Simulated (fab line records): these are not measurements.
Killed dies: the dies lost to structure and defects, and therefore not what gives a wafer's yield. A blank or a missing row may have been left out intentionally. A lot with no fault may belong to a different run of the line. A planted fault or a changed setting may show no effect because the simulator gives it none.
Matching of chambers || flow n5 finfet || rie diel-01 running N5_BEOL_M8_DESCUM_33: 4 sister chambers
The step chemistry O2, time 7 s. 22 wafers are shown with their chamber, then 11 later ones without.

EACH WAFER AND ITS CHAMBER
{"wafer": "L074.4", "chamber": 0, "drypump motor current A (A)": 6.4, "showerhead plenum p Torr (Torr)": 2.17, "throttle valve pct (%)": 20.37}
{"wafer": "L074.5", "chamber": 2, "drypump motor current A (A)": 5.2, "showerhead plenum p Torr (Torr)": 2.15, "throttle valve pct (%)": 20.57}
{"wafer": "L074.6", "chamber": 1, "drypump motor current A (A)": 5.7, "showerhead plenum p Torr (Torr)": 2.20, "throttle valve pct (%)": 20.37}
{"wafer": "L076.3", "chamber": 1, "drypump motor current A (A)": 5.7, "showerhead plenum p Torr (Torr)": 2.20, "throttle valve pct (%)": 20.37}
{"wafer": "L076.4", "chamber": 3, "drypump motor current A (A)": 6.3, "showerhead plenum p Torr (Torr)": 2.13, "throttle valve pct (%)": 20.28}
{"wafer": "L076.6", "chamber": 1, "drypump motor current A (A)": 5.7, "showerhead plenum p Torr (Torr)": 2.20, "throttle valve pct (%)": 20.38}
{"wafer": "L077.1", "chamber": 1, "drypump motor current A (A)": 5.7, "showerhead plenum p Torr (Torr)": 2.20, "throttle valve pct (%)": 20.38}
{"wafer": "L077.2", "chamber": 3, "drypump motor current A (A)": 6.3, "showerhead plenum p Torr (Torr)": 2.13, "throttle valve pct (%)": 20.29}
{"wafer": "L077.6", "chamber": 3, "drypump motor current A (A)": 6.3, "showerhead plenum p Torr (Torr)": 2.13, "throttle valve pct (%)": 20.30}
{"wafer": "L078.3", "chamber": 3, "drypump motor current A (A)": 6.3, "showerhead plenum p Torr (Torr)": 2.13, "throttle valve pct (%)": 20.29}
{"wafer": "L078.4", "chamber": 0, "drypump motor current A (A)": 6.4, "showerhead plenum p Torr (Torr)": 2.17, "throttle valve pct (%)": 20.37}
{"wafer": "L078.5", "chamber": 0, "drypump motor current A (A)": 6.3, "showerhead plenum p Torr (Torr)": 2.17, "throttle valve pct (%)": 20.38}
{"wafer": "L079.1", "chamber": 1, "drypump motor current A (A)": 5.7, "showerhead plenum p Torr (Torr)": 2.19, "throttle valve pct (%)": 20.37}
{"wafer": "L079.4", "chamber": 0, "drypump motor current A (A)": 6.4, "showerhead plenum p Torr (Torr)": 2.17, "throttle valve pct (%)": 20.38}
{"wafer": "L079.5", "chamber": 3, "drypump motor current A (A)": 6.3, "showerhead plenum p Torr (Torr)": 2.13, "throttle valve pct (%)": 20.28}
{"wafer": "L081.2", "chamber": 0, "drypump motor current A (A)": 6.4, "showerhead plenum p Torr (Torr)": 2.16, "throttle valve pct (%)": 20.39}
{"wafer": "L081.3", "chamber": 2, "drypump motor current A (A)": 5.2, "showerhead plenum p Torr (Torr)": 2.15, "throttle valve pct (%)": 20.61}
{"wafer": "L081.6", "chamber": 0, "drypump motor current A (A)": 6.4, "showerhead plenum p Torr (Torr)": 2.17, "throttle valve pct (%)": 20.39}
{"wafer": "L082.1", "chamber": 1, "drypump motor current A (A)": 5.7, "showerhead plenum p Torr (Torr)": 2.19, "throttle valve pct (%)": 20.39}
{"wafer": "L082.4", "chamber": 0, "drypump motor current A (A)": 6.4, "showerhead plenum p Torr (Torr)": 2.16, "throttle valve pct (%)": 20.40}
{"wafer": "L082.5", "chamber": 2, "drypump motor current A (A)": 5.2, "showerhead plenum p Torr (Torr)": 2.15, "throttle valve pct (%)": 20.61}
{"wafer": "L084.1", "chamber": 1, "drypump motor current A (A)": 5.7, "showerhead plenum p Torr (Torr)": 2.19, "throttle valve pct (%)": 20.40}

SIGNATURES, as means of the wafers listed above
{"reading": "drypump motor current A", "chamber 0": 6.386, "chamber 1": 5.700, "chamber 2": 5.200, "chamber 3": 6.300, "scatter within a chamber": 0.0218}
{"reading": "showerhead plenum p Torr", "chamber 0": 2.1671, "chamber 1": 2.1957, "chamber 2": 2.1500, "chamber 3": 2.1300, "scatter within a chamber": 0.00418}
{"reading": "throttle valve pct", "chamber 0": 20.3829, "chamber 1": 20.3800, "chamber 2": 20.5967, "chamber 3": 20.2880, "scatter within a chamber": 0.0127}
Rule: for a wafer and a chamber, the distance is found by dividing, reading by reading, the gap between the wafer's reading and the chamber's mean by the reading's scatter, squaring, summing and taking the root. If the next closest chamber is less than 2 further off than the closest, the wafer can't be placed; otherwise it belongs to the closest. The scatter: the root of (the sum of the squares of (reading less its chamber's mean) over the shown wafers, divided by (wafers less chambers)).

WAFERS WHOSE CHAMBER IS MISSING
{"wafer": "L084.3", "drypump motor current A (A)": 5.7, "showerhead plenum p Torr (Torr)": 2.19, "throttle valve pct (%)": 20.41}
{"wafer": "L084.6", "drypump motor current A (A)": 6.4, "showerhead plenum p Torr (Torr)": 2.16, "throttle valve pct (%)": 20.40}
{"wafer": "L091.3", "drypump motor current A (A)": 5.7, "showerhead plenum p Torr (Torr)": 2.18, "throttle valve pct (%)": 20.44}
{"wafer": "L091.4", "drypump motor current A (A)": 5.7, "showerhead plenum p Torr (Torr)": 2.18, "throttle valve pct (%)": 20.44}
{"wafer": "L091.5", "drypump motor current A (A)": 5.2, "showerhead plenum p Torr (Torr)": 2.14, "throttle valve pct (%)": 20.63}
{"wafer": "L097.2", "drypump motor current A (A)": 5.7, "showerhead plenum p Torr (Torr)": 2.18, "throttle valve pct (%)": 20.44}
{"wafer": "L097.3", "drypump motor current A (A)": 5.2, "showerhead plenum p Torr (Torr)": 2.14, "throttle valve pct (%)": 20.65}
{"wafer": "L097.5", "drypump motor current A (A)": 5.2, "showerhead plenum p Torr (Torr)": 2.14, "throttle valve pct (%)": 20.65}
{"wafer": "L094.1", "drypump motor current A (A)": 5.7, "showerhead plenum p Torr (Torr)": 2.18, "throttle valve pct (%)": 20.45}
{"wafer": "L094.2", "drypump motor current A (A)": 6.4, "showerhead plenum p Torr (Torr)": 2.15, "throttle valve pct (%)": 20.44}
{"wafer": "L094.4", "drypump motor current A (A)": 5.2, "showerhead plenum p Torr (Torr)": 2.14, "throttle valve pct (%)": 20.65}

WHICH CHAMBER EACH WENT THROUGH
{"wafer": "L084.3", "from the rows above": 1, "in truth": 1}
{"wafer": "L084.6", "from the rows above": 0, "in truth": 0}
{"wafer": "L091.3", "from the rows above": 1, "in truth": 1}
{"wafer": "L091.4", "from the rows above": 1, "in truth": 1}
{"wafer": "L091.5", "from the rows above": 2, "in truth": 2}
{"wafer": "L097.2", "from the rows above": 1, "in truth": 1}
{"wafer": "L097.3", "from the rows above": 2, "in truth": 2}
{"wafer": "L097.5", "from the rows above": 2, "in truth": 2}
{"wafer": "L094.1", "from the rows above": 1, "in truth": 1}
{"wafer": "L094.2", "from the rows above": 0, "in truth": 0}
{"wafer": "L094.4", "from the rows above": 2, "in truth": 2}
Placed correctly: 11 of 11. Can't be placed from these rows: 0. 0 placed wrongly.
